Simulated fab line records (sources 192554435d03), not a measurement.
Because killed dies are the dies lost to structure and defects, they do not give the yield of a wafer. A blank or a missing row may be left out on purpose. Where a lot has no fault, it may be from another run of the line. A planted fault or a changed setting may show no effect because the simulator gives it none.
Matching of chambers ; flow n5_finfet ; N5_BEOL_M6_ETCH_65 on rie_diel-04: 4 sister chambers
The step etches SiARC in CF4, target depth 15.6 nm, time 26 s. 4 wafers are shown with their chamber, then 8 later ones without.

== EACH WAFER AND ITS CHAMBER ==
wafer;chamber;showerhead_plenum_p_Torr (Torr)
L083.4;3;2.10
L084.1;0;2.17
L084.4;2;2.21
L086.2;1;2.07

== WAFERS MISSING THEIR CHAMBER ==
wafer;showerhead_plenum_p_Torr (Torr)
L086.3;2.17
L086.4;2.17
L095.2;2.06
L095.3;2.20
L095.5;2.16
L096.1;2.20
L096.2;2.16
L096.3;2.06

== WHICH CHAMBER EACH ONE RAN IN ==
wafer;from the rows above;in truth
L086.3;0;0
L086.4;0;0
L095.2;1;1
L095.3;2;2
L095.5;0;0
L096.1;2;2
L096.2;0;0
L096.3;1;1
Correctly placed: 8 of 8. From these rows, 0 cannot be placed. Number placed wrongly: 0.
How it was worked out, from the rows above alone: a wafer's distance from a chamber is the root of the sum, over the readings, of the square of ((its reading less the chamber's mean) divided by the reading's scatter). The wafer belongs to the nearest chamber; if the next one is less than 2 further off, it can't be placed. For every chamber, the mean is computed from those of its wafers that are shown. The scatter: with one shown wafer a chamber, the root of the mean of the squares of how far each hidden wafer lies from its nearest shown one.
